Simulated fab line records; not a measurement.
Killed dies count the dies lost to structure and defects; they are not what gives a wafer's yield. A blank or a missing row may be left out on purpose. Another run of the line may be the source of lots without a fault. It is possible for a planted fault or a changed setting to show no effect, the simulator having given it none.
Matching of chambers -- flow nand-harc -- NHARC_A_DECK1_JOINT_CMP_13 on cmp-02 has 4 sister chambers
The step polishes, target thk 51.023 nm. 14 wafers are shown with their chamber, then 7 later ones without.

== WAFERS PAIRED WITH THEIR CHAMBERS ==
wafer,chamber,motor-current-A (A),time-to-endpoint-s (s)
L074.1,0,10.4,9.1
L074.5,1,13.7,7.4
L074.6,0,10.8,11.2
L078.1,2,11.7,11.1
L078.4,0,10.0,10.7
L078.5,1,13.5,7.4
L080.1,3,14.0,8.7
L080.5,2,11.4,11.3
L080.6,3,13.3,10.1
L086.2,1,13.6,5.3
L086.5,0,10.8,5.6
L086.6,3,12.6,10.4
L091.2,3,13.0,12.4
L091.3,0,10.9,9.7

SIGNATURES, as means of the wafers listed above
reading,chamber 0,chamber 1,chamber 2,chamber 3,scatter within a chamber
motor-current-A,10.580,13.600,11.550,13.225,0.41
time-to-endpoint-s,9.260,6.700,11.200,10.400,1.71
Rule: a wafer lies at a distance from a chamber equal to the root of the sum of squares, over the readings, of (its reading less the chamber's mean, divided by the reading's scatter). If the next closest chamber is less than 2 further off than the closest, the wafer can't be placed; otherwise it belongs to the closest. The scatter is the square root of a quotient: the sum, over the shown wafers, of each reading's squared deviation from its chamber's mean, divided by wafers minus chambers.

== WAFERS WITHOUT THEIR CHAMBER ==
wafer,motor-current-A (A),time-to-endpoint-s (s)
L091.4,12.0,10.1
L095.1,13.7,8.3
L095.3,10.6,14.2
L095.4,11.3,13.3
L096.1,11.5,11.5
L096.3,10.1,10.6
L096.5,12.1,11.2

== WHICH CHAMBER EACH ONE RAN IN ==
wafer,from the rows above,in truth
L091.4,can't be placed: 2 or 3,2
L095.1,can't be placed: 1 or 3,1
L095.3,can't be placed: 0 or 2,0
L095.4,can't be placed: 2 or 0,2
L096.1,2,2
L096.3,0,0
L096.5,can't be placed: 2 or 3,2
Placed correctly: 2 of 7. From these rows, 5 cannot be placed; in 5 the true chamber is one of the candidates. Wrongly placed: 0.
